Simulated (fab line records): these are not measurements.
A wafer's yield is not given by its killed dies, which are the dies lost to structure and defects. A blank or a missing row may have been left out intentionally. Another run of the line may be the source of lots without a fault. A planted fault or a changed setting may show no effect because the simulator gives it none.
fab line records | flow nand-harc
record lots=7 | wafers=18 | last-day=33
route steps=1302 shown A_CONTACT@1071 END@1302
lots untouched by any fault: they come from a run of this same line in which no faults occurred
start-h: hours from the record's first day to the start of the lot's first wafer shown | wait-h: how many hours have passed since the lot's step before this one | " the same as in the row above | L1.1+2: a single row standing in for several wafers | - either no value or no given start | * or withheld: withheld | < > ~ a bound
route shown NAME@n: NAME is a module with steps in the file, n the number in the route of the first one | usual: mean and standard deviation over wafers with no fault | same: alike in all rows | chamber/n: place in a boat | sites: each site's reading | _std_site: how widely they spread, as a standard deviation | _edge_site: outer sites' mean less inner sites' | radius-mm: for every site, how far away it sits from the centre of the wafer | mask NAME#n: copy n | behind: the last tool/chamber to shape the wafer | hold: reason for holding the lot/hours on hold/outcome of the hold | device: whichever transistor did not switch (one of n, p or np) | end of line: tests of these same wafers at the route's end | where a step has no rows: the recipe by itself | killed: dies lost to structure and defects at the first sort, not the wafer's yield | map: a wafer's dies, marking killed ones x, the rest . and places with no die _
set.NAME: the setting the step ran with; set.NAME@STEP: the setting that earlier step ran with | model.NAME: the simulator's own value behind a step, which no gauge read
certain route steps with their lots: each step a table, each wafer a row
services: from which hour (start-h, from the record's first day; less than 0 if before it) a tool's chamber was out of use, for how many hours, and why
## steps
# step NHARC_A_CONTACT_COAT_87
# recipe temp-c=225 | time-s=65
# step NHARC_A_CONTACT_COAT_02
# recipe spin-rpm=1500 | resist-thk-nm=90
# step NHARC_A_CONTACT_SOFTBAKE_03
# recipe temp-c=105 | time-s=55
# step NHARC_A_CONTACT_EBR_04
# step NHARC_A_CONTACT_EXPOSE_05
# recipe na=1.35 | sigma-outer=0.8 | dose-mj=84.24 | mask-id=A_CC
# step NHARC_A_CONTACT_PEB_06
# recipe peb-temp-c=100 | peb-time-s=65
# step NHARC_A_CONTACT_DEVELOP_07
# recipe develop-time-s=35 | dev-temp-c=23
# step NHARC_A_CONTACT_CD_MEAS_08
# recipe target-cd-nm=200 | landing-energy-ev=500
# usual cd-nm=200.4/0.73
lot.wafer | tool      | chamber | start-h | wait-h | cd-nm
L790.1    | cd-sem-03 | 0       | 551.92  | -      | 200.0
L790.2    | "         | 0       | "       | "      | 200.6
L790.5    | "         | 0       | "       | "      | 202.3
L792.2    | cd-sem-02 | 0       | 572.86  | -      | 199.5
L792.4    | "         | 0       | "       | "      | 200.3
L792.6    | "         | 0       | "       | "      | 200.4
L798.3    | cd-sem-02 | 0       | 629.39  | -      | 201.1
L798.5    | "         | 0       | "       | "      | 200.9
L801.4    | cd-sem-02 | 0       | 659.08  | -      | 199.9
L801.5    | "         | 0       | "       | "      | 200.1
L800.3    | cd-sem-03 | 0       | 667.16  | -      | 200.0
L800.4    | "         | 0       | "       | "      | 201.0
L804.1    | cd-sem-02 | 0       | 708.69  | -      | 200.4
L804.2    | "         | 0       | "       | "      | 200.3
L804.3    | "         | 0       | "       | "      | 200.3
L809.3    | cd-sem-03 | 0       | 736.70  | -      | 199.3
L809.4    | "         | 0       | "       | "      | 199.3
L809.6    | "         | 0       | "       | "      | 199.2
# step NHARC_A_CONTACT_OVL_MEAS_09
# usual overlay-x-nm=0.0/0.8 | overlay-y-nm=-0.2/0.86
lot.wafer | tool       | chamber | start-h | wait-h | overlay-x-nm | overlay-y-nm
L790.1    | overlay-02 | -       | 552.00  | -      | 0.6          | -0.7
L790.2    | "          | -       | "       | "      | -0.2         | -0.9
L790.5    | "          | -       | "       | "      | -0.3         | -0.2
L792.2    | overlay-01 | -       | 572.94  | -      | 0.5          | -0.3
L792.4    | "          | -       | "       | "      | -0.3         | -0.7
L792.6    | "          | -       | "       | "      | -0.2         | -0.7
L798.3    | overlay-01 | -       | 629.47  | -      | 1.0          | -1.5
L798.5    | "          | -       | "       | "      | 0.2          | -1.8
L801.4    | overlay-02 | -       | 659.16  | -      | -0.4         | -0.6
L801.5    | "          | -       | "       | "      | -1.2         | -0.7
L800.3    | overlay-01 | -       | 667.25  | -      | 1.2          | 0.8
L800.4    | "          | -       | "       | "      | 1.0          | 1.0
L804.1    | overlay-01 | -       | 708.78  | -      | -1.2         | -0.6
L804.2    | "          | -       | "       | "      | -1.4         | 0.0
L804.3    | "          | -       | "       | "      | -1.1         | -0.4
L809.3    | overlay-01 | -       | 736.78  | -      | 0.8          | -0.3
L809.4    | "          | -       | "       | "      | 0.2          | 0.0
L809.6    | "          | -       | "       | "      | 1.1          | -0.4
# step NHARC_A_CONTACT_INSPECT_10
# usual raw-defect-count=81/38
lot.wafer | tool              | chamber | start-h | wait-h | raw-defect-count
L790.1    | defect-inspect-02 | -       | 552.04  | 0.0    | 119
L790.2    | "                 | -       | "       | "      | 98
L790.5    | "                 | -       | "       | "      | 118
L792.2    | defect-inspect-01 | -       | 572.98  | 0.0    | 83
L792.4    | "                 | -       | "       | "      | 72
L792.6    | "                 | -       | "       | "      | 62
L798.3    | defect-inspect-01 | -       | 629.51  | 0.0    | 89
L798.5    | "                 | -       | "       | "      | 89
L801.4    | defect-inspect-01 | -       | 659.20  | 0.0    | 103
L801.5    | "                 | -       | "       | "      | 104
L800.3    | defect-inspect-01 | -       | 667.29  | 0.0    | 75
L800.4    | "                 | -       | "       | "      | 54
L804.1    | defect-inspect-02 | -       | 708.82  | 0.0    | 85
L804.2    | "                 | -       | "       | "      | 96
L804.3    | "                 | -       | "       | "      | 112
L809.3    | defect-inspect-01 | -       | 736.82  | 0.0    | 17
L809.4    | "                 | -       | "       | "      | 16
L809.6    | "                 | -       | "       | "      | 21
# step NHARC_A_CONTACT_DESCUM_13
# recipe time-s=3 | o2-flow-sccm=200 | ar-flow-sccm=0 | bias-power-w=0 | chemistry=O2
# usual chamber-pressure-mTorr=60.00/0.053 | drypump-motor-current-A=5.6/0.41 | oes-product-au=0.997/0.014 | rf-vpp-V=57.9/0.99 | showerhead-plenum-p-Torr=1.94/0.094 | throttle-valve-pct=11.312/0.0085
lot.wafer | tool        | chamber | start-h | wait-h | chamber-pressure-mTorr | drypump-motor-current-A | oes-product-au | rf-hours-counter-h | rf-vpp-V | showerhead-plenum-p-Torr | throttle-valve-pct
L790.2    | rie-diel-04 | 2       | 552.10  | 0.1    | 59.95                  | 5.6                     | 1.008          | 2                  | 58.3     | 1.99                     | 11.323
L790.1    | "           | 3       | "       | "      | 60.11                  | 4.8                     | 0.992          | 3                  | 57.4     | 1.83                     | 11.305
L790.5    | "           | 3       | "       | "      | 59.89                  | 4.8                     | 0.989          | -                  | 56.8     | 1.83                     | 11.319
L792.4    | rie-diel-04 | 3       | 573.05  | 0.1    | 59.95                  | 4.8                     | 0.993          | 4                  | 57.5     | 1.83                     | 11.309
L792.2    | "           | 0       | "       | "      | 60.03                  | 6.1                     | 1.002          | 5                  | 58.1     | 1.81                     | 11.309
L792.6    | "           | 3       | "       | "      | 60.02                  | 4.8                     | 0.993          | -                  | 54.5     | 1.83                     | 11.298
L798.3    | rie-diel-04 | 0       | 629.57  | 0.1    | 59.90                  | 6.1                     | 1.004          | 15                 | 57.1     | 1.80                     | 11.308
L798.5    | "           | 1       | "       | "      | 60.00                  | 6.2                     | 0.987          | -                  | 58.3     | 1.99                     | 11.327
L801.4    | rie-diel-04 | 1       | 659.26  | 0.1    | 59.91                  | 6.1                     | 0.963          | 18                 | 57.6     | 1.99                     | 11.308
L801.5    | "           | 1       | "       | "      | 60.02                  | 6.1                     | 0.973          | -                  | 57.8     | 1.99                     | 11.322
L800.4    | rie-diel-04 | 2       | 667.35  | 0.1    | 60.04                  | 5.6                     | 1.006          | 19                 | 57.2     | 1.99                     | 11.313
L800.3    | "           | 0       | "       | "      | 59.97                  | 6.1                     | 1.009          | 21                 | 55.5     | 1.80                     | 11.316
L804.2    | rie-diel-04 | 3       | 708.88  | 0.1    | 60.02                  | 4.8                     | 0.993          | 28                 | 56.7     | 1.82                     | 11.319
L804.3    | "           | 1       | "       | "      | 60.04                  | 6.1                     | 0.996          | 27                 | 59.6     | 1.99                     | 11.309
L804.1    | "           | 2       | "       | "      | 60.03                  | 5.6                     | 1.008          | 27                 | 57.6     | 1.99                     | 11.330
L809.3    | rie-diel-04 | 0       | 736.88  | 0.1    | 59.90                  | 6.1                     | 1.004          | 2                  | 57.4     | 1.80                     | 11.319
L809.4    | "           | 1       | "       | "      | 59.90                  | 6.2                     | 1.006          | 2                  | 57.5     | 1.99                     | 11.302
L809.6    | "           | 1       | "       | "      | 59.97                  | 6.1                     | 0.996          | -                  | 57.3     | 1.99                     | 11.315
# step NHARC_A_CONTACT_ETCH_88
# recipe target-depth-a=390 | over-etch-frac=0.3 | time-s=65 | ion-energy-ev=80 | cf4-flow-sccm=150 | ar-flow-sccm=0 | rf-w=300 | bias-w=100 | chemistry=CF4
# usual chamber-pressure-mTorr=50.00/0.048 | drypump-motor-current-A=5.6/0.4 | oes-product-au=0.998/0.015 | rf-vpp-V=151.6/1.3 | showerhead-plenum-p-Torr=1.79/0.079 | throttle-valve-pct=13.285/0.009
lot.wafer | tool        | chamber | start-h | wait-h | chamber-pressure-mTorr | drypump-motor-current-A | oes-product-au | rf-hours-counter-h | rf-vpp-V | showerhead-plenum-p-Torr | throttle-valve-pct
L790.2    | rie-diel-04 | 1       | 552.19  | 0.1    | 49.98                  | 6.2                     | 0.977          | 2                  | 152.7    | 1.84                     | 13.295
L790.1    | "           | 0       | "       | "      | 49.99                  | 6.1                     | 1.004          | 3                  | 150.2    | 1.68                     | 13.273
L790.5    | "           | 1       | "       | "      | 49.98                  | 6.2                     | 0.963          | -                  | 151.5    | 1.84                     | 13.293
L792.4    | rie-diel-04 | 3       | 573.13  | 0.1    | 49.99                  | 4.8                     | 0.988          | 4                  | 152.0    | 1.70                     | 13.279
L792.2    | "           | 2       | "       | "      | 49.97                  | 5.6                     | 0.997          | 4                  | 151.8    | 1.84                     | 13.285
L792.6    | "           | 0       | "       | "      | 50.08                  | 6.1                     | 1.011          | -                  | 151.7    | 1.68                     | 13.291
L798.3    | rie-diel-04 | 3       | 629.68  | 0.1    | 49.92                  | 4.8                     | 0.997          | 14                 | 149.5    | 1.69                     | 13.282
L798.5    | "           | 1       | "       | "      | 49.96                  | 6.1                     | 0.978          | -                  | 151.7    | 1.84                     | 13.300
L801.4    | rie-diel-04 | 3       | 659.35  | 0.1    | 50.09                  | 4.8                     | 0.997          | 19                 | 150.5    | 1.69                     | 13.271
L801.5    | "           | 2       | "       | "      | 50.03                  | 5.6                     | 1.002          | -                  | 152.3    | 1.83                     | 13.310
L800.4    | rie-diel-04 | 1       | 667.44  | 0.1    | 49.97                  | 6.2                     | 0.973          | 19                 | 152.3    | 1.84                     | 13.278
L800.3    | "           | 3       | "       | "      | 50.05                  | 4.8                     | 0.996          | 20                 | 149.9    | 1.69                     | 13.292
L804.3    | rie-diel-02 | 1       | 708.99  | 0.1    | 50.03                  | 5.6                     | 0.999          | 44                 | 152.7    | 1.88                     | 13.289
L804.2    | "           | 2       | "       | "      | 50.03                  | 5.9                     | 1.023          | 43                 | 153.0    | 1.80                     | 13.283
L804.1    | "           | 3       | "       | "      | 50.02                  | 5.2                     | 1.010          | 45                 | 150.4    | 1.75                     | 13.306
L809.3    | rie-diel-04 | 3       | 736.97  | 0.1    | 50.02                  | 4.8                     | 0.998          | 1                  | 151.3    | 1.69                     | 13.292
L809.4    | "           | 1       | "       | "      | 49.99                  | 6.2                     | 1.011          | 2                  | 152.8    | 1.83                     | 13.293
L809.6    | "           | 3       | "       | "      | 49.95                  | 4.8                     | 0.992          | -                  | 150.6    | 1.69                     | 13.287
# step NHARC_A_CONTACT_ETCH_89
# recipe target-depth-a=2600 | over-etch-frac=0.3 | time-s=475.3 | ion-energy-ev=200 | n2-flow-sccm=150 | h2-flow-sccm=150 | ar-flow-sccm=0 | rf-w=400 | bias-w=150 | chemistry=N2/H2
# usual chamber-pressure-mTorr=30.001/0.029 | drypump-motor-current-A=5.6/0.41 | oes-product-au=0.999/0.014 | rf-vpp-V=431.2/2.8 | showerhead-plenum-p-Torr=2.06/0.1 | throttle-valve-pct=14.172/0.0088
lot.wafer | tool        | chamber | start-h | wait-h | chamber-pressure-mTorr | drypump-motor-current-A | oes-product-au | rf-hours-counter-h | rf-vpp-V | showerhead-plenum-p-Torr | throttle-valve-pct
L790.1    | rie-diel-04 | 3       | 552.28  | -      | 29.984                 | 4.8                     | 0.995          | 3                  | 428.1    | 1.95                     | 14.174
L790.2    | "           | 0       | "       | "      | 30.005                 | 6.1                     | 1.015          | 3                  | 427.0    | 1.92                     | 14.170
L790.5    | "           | 3       | "       | "      | 30.015                 | 4.8                     | 0.995          | -                  | 427.7    | 1.95                     | 14.172
L792.2    | rie-diel-04 | 0       | 573.25  | -      | 29.990                 | 6.1                     | 1.007          | 6                  | 427.3    | 1.92                     | 14.179
L792.4    | "           | 2       | "       | "      | 29.998                 | 5.6                     | 1.005          | 4                  | 431.9    | 2.13                     | 14.163
L792.6    | "           | 3       | "       | "      | 30.012                 | 4.8                     | 0.996          | -                  | 428.2    | 1.95                     | 14.154
L798.3    | rie-diel-04 | 3       | 629.78  | -      | 30.033                 | 4.8                     | 0.989          | 14                 | 427.2    | 1.94                     | 14.156
L798.5    | "           | 3       | "       | "      | 30.026                 | 4.8                     | 0.821          | -                  | 427.6    | 1.94                     | 14.172
L801.4    | rie-diel-04 | 2       | 660.02  | -      | 29.989                 | 5.6                     | 0.837          | 19                 | 434.0    | 2.12                     | 14.167
L801.5    | "           | 1       | "       | "      | 30.003                 | 6.2                     | 0.806          | -                  | 432.7    | 2.13                     | 14.155
L800.4    | rie-diel-04 | 3       | 667.56  | -      | 29.951                 | 4.8                     | 0.827          | 20                 | 429.0    | 1.94                     | 14.167
L800.3    | "           | 0       | "       | "      | 30.002                 | 6.1                     | 1.014          | 21                 | 426.6    | 1.92                     | 14.186
L804.3    | rie-diel-02 | 3       | 709.11  | -      | 29.981                 | 5.2                     | 1.002          | 45                 | 430.2    | 2.02                     | 14.151
L804.1    | "           | 0       | "       | "      | 29.957                 | 5.8                     | 0.975          | 51                 | 435.0    | 2.20                     | 14.170
L804.2    | "           | 1       | "       | "      | 30.001                 | 5.7                     | 0.999          | 44                 | 435.1    | 2.18                     | 14.177
L809.4    | rie-diel-04 | 0       | 737.13  | -      | 29.993                 | 6.1                     | 1.006          | 2                  | 426.4    | 1.91                     | 14.172
L809.3    | "           | 1       | "       | "      | 29.985                 | 6.2                     | 1.009          | 2                  | 433.4    | 2.12                     | 14.186
L809.6    | "           | 2       | "       | "      | 30.006                 | 5.6                     | 1.002          | -                  | 431.7    | 2.12                     | 14.184
# step NHARC_A_CONTACT_ETCH_30
# recipe target-depth-a=726 | time-s=36.3 | cf4-flow-sccm=100 | chf3-flow-sccm=30 | ar-flow-sccm=0 | rf-w=500 | bias-w=200 | chemistry=CF4/CHF3
# usual chamber-pressure-mTorr=24.999/0.023 | drypump-motor-current-A=5.6/0.4 | oes-product-au=0.928/0.022 | rf-vpp-V=371.4/2.5 | showerhead-plenum-p-Torr=1.60/0.073 | throttle-valve-pct=16.803/0.0089
lot.wafer | tool        | chamber | start-h | wait-h | chamber-pressure-mTorr | drypump-motor-current-A | oes-product-au | rf-hours-counter-h | rf-vpp-V | showerhead-plenum-p-Torr | throttle-valve-pct
L790.2    | rie-diel-04 | 2       | -       | -      | 24.931                 | 5.6                     | 0.937          | 2                  | 373.3    | 1.64                     | 16.793
L790.1    | "           | 3       | "       | "      | 25.005                 | 4.8                     | 0.924          | 3                  | 368.8    | 1.51                     | 16.798
L790.5    | "           | 1       | "       | "      | 25.030                 | 6.2                     | 0.911          | -                  | 371.8    | 1.64                     | 16.796
L792.4    | rie-diel-04 | 3       | -       | -      | 24.980                 | 4.8                     | 0.903          | 4                  | 368.0    | 1.51                     | 16.800
L792.2    | "           | 1       | "       | "      | 25.005                 | 6.1                     | 0.889          | 5                  | 373.5    | 1.64                     | 16.819
L792.6    | "           | 0       | "       | "      | 24.970                 | 6.1                     | 0.921          | -                  | 368.5    | 1.49                     | 16.802
L798.3    | rie-diel-04 | 3       | -       | -      | 24.976                 | 4.8                     | 0.928          | 14                 | 368.1    | 1.51                     | 16.805
L798.5    | "           | 0       | "       | "      | 25.029                 | 6.1                     | 0.934          | -                  | 369.0    | 1.49                     | 16.806
L801.4    | rie-diel-04 | 2       | -       | -      | 25.004                 | 5.6                     | 0.936          | 19                 | 373.1    | 1.63                     | 16.800
L801.5    | "           | 2       | "       | "      | 25.008                 | 5.6                     | 0.935          | -                  | 373.2    | 1.63                     | 16.795
L800.3    | rie-diel-04 | 0       | -       | -      | 24.953                 | 6.1                     | 0.939          | 21                 | 367.0    | 1.49                     | 16.818
L800.4    | "           | 3       | "       | "      | 25.026                 | 4.8                     | 0.919          | 20                 | 367.5    | 1.50                     | 16.810
L804.3    | rie-diel-03 | 3       | 709.47  | -      | 25.031                 | 5.6                     | 1.009          | 19                 | 369.8    | 1.54                     | 16.801
L804.2    | "           | 0       | "       | "      | 25.008                 | 5.2                     | 0.988          | 20                 | 374.2    | 1.68                     | 16.806
L804.1    | "           | 1       | "       | "      | 24.967                 | 5.9                     | 1.004          | 23                 | 372.5    | 1.66                     | 16.815
L809.4    | rie-diel-04 | 1       | -       | -      | 25.005                 | 6.2                     | 0.933          | 2                  | 374.2    | 1.63                     | 16.816
L809.3    | "           | 0       | "       | "      | 25.021                 | 6.1                     | 0.912          | 2                  | 367.6    | 1.48                     | 16.793
L809.6    | "           | 1       | "       | "      | 24.979                 | 6.2                     | 0.921          | -                  | 371.8    | 1.63                     | 16.811
# step NHARC_END_SORT_01
# recipe temp-c=25
# usual killed-at-array=61/24 | killed-at-other=1.2/1.3 | killed-at-periphery=3.7/2.6 | killed-dies=66/23 | killed-open=3.3/1.8 | killed-short=2.4/1.6
# same gross-dies=677
lot.wafer | tool      | chamber | start-h | wait-h | killed-at-array | killed-at-other | killed-at-periphery | killed-dies | killed-open | killed-short
L800.4    | prober-01 | 0       | 718.96  | 3.4    | 609             | 4               | 1                   | 614         | 2           | 3
L804.1    | prober-01 | 0       | 769.30  | 2.5    | 65              | 2               | 7                   | 74          | 5           | 1
# killed by level:class
L800.4 A_CONTACT:area-etch=565 A_CHANNEL_HOLE_D1:chamber-film-flake=28 A_STAIRCASE:chamber-film-flake=4 A_SLIT:chamber-film-flake=3 A_CONTACT:chamber-film-flake=3 THIN_TSV:chamber-film-flake=3 A_SGD_CUT:chamber-film-flake=2 P_CONTACT:geometric-particle:open=1
L804.1 A_CHANNEL_HOLE_D1:chamber-film-flake=29 A_CHANNEL_HOLE_D2:chamber-film-flake=21 P_GATE:chamber-film-flake=5 A_SLIT:chamber-film-flake=4 A_CONTACT:chamber-film-flake=4 A_STAIRCASE:chamber-film-flake=2 THIN_TSV:chamber-film-flake=2 P_GATE:geometric-particle:open=1
## services
tool        | chamber | start-h | hours | kind
rie-diel-04 | -       | 531.90  | 9.0   | pm
rie-diel-04 | 0       | 531.90  | 9.0   | vent-cycle
rie-diel-04 | 1       | 531.90  | 9.0   | vent-cycle
rie-diel-04 | 2       | 531.90  | 9.0   | vent-cycle
rie-diel-04 | 3       | 531.90  | 9.0   | vent-cycle
rie-diel-04 | 0       | 540.90  | -     | clean
rie-diel-04 | 0       | 540.90  | -     | consumable-replace:focus-ring
rie-diel-04 | 1       | 540.90  | -     | clean
rie-diel-04 | 2       | 540.90  | -     | clean
rie-diel-04 | 3       | 540.90  | -     | clean
rie-diel-04 | 3       | 562.59  | 3.2   | repair
rie-diel-04 | 0       | 565.40  | -     | clean
rie-diel-04 | 1       | 565.40  | -     | clean
rie-diel-04 | 2       | 565.40  | -     | clean
rie-diel-02 | -       | 570.78  | 9.0   | pm
rie-diel-04 | 0       | 589.90  | -     | clean
rie-diel-04 | 1       | 589.90  | -     | clean
rie-diel-04 | 2       | 589.90  | -     | clean
rie-diel-03 | -       | 634.91  | 1.3   | repair
rie-diel-03 | -       | 636.26  | 9.0   | pm
rie-diel-02 | 1       | 663.83  | 8.8   | repair
rie-diel-04 | -       | 708.93  | 9.0   | pm
rie-diel-02 | 1       | 722.51  | 4.1   | repair
rie-diel-03 | 3       | 722.71  | 9.7   | repair
## key
first-sign step=NHARC_A_CONTACT_ETCH_89 | reading=oes-product-au | direction=down | sigmas=12 | usual=0.999 | struck=0.823
effect step=NHARC_END_SORT_01 | reading=killed-dies | direction=up | sigmas=24 | usual=66 | struck=614
more-kills-born-at NHARC_A_CONTACT_ETCH_89@rie-diel-04=565
met-at NHARC_A_CONTACT_ETCH_89
struck-wafers L798.5,L800.4,L801.4,L801.5
later-rows-left-out L798.5,L800.4,L801.4,L801.5
sort-left-out L798.5,L801.4,L801.5
tester-left-out L798,L800,L801
onset-between 573.25 629.78
fault kind=process-parameter-drift | tool=rie-diel-04 | chamber=- | onset-h=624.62 | steps=NHARC_A_CONTACT_ETCH_89 | channel=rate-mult | offset=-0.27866 | shape=step | end-h=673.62 | scope=struck-wafers-only
# tester-left-out: of these lots the tester's yield and bins aren't shown, on N5 and GAA mostly nor the transistor test; their killed dies are dies lost to structure and defects alone, not to doping, threshold or leakage, so they don't give the yield
# sort-left-out: the simulated sort isn't trusted on such a fault, so these wafers' sort isn't shown, and their yield isn't known
# later-rows-left-out: the simulator's readings of these wafers behind a module that went badly wrong aren't trusted and aren't shown, but for the sort
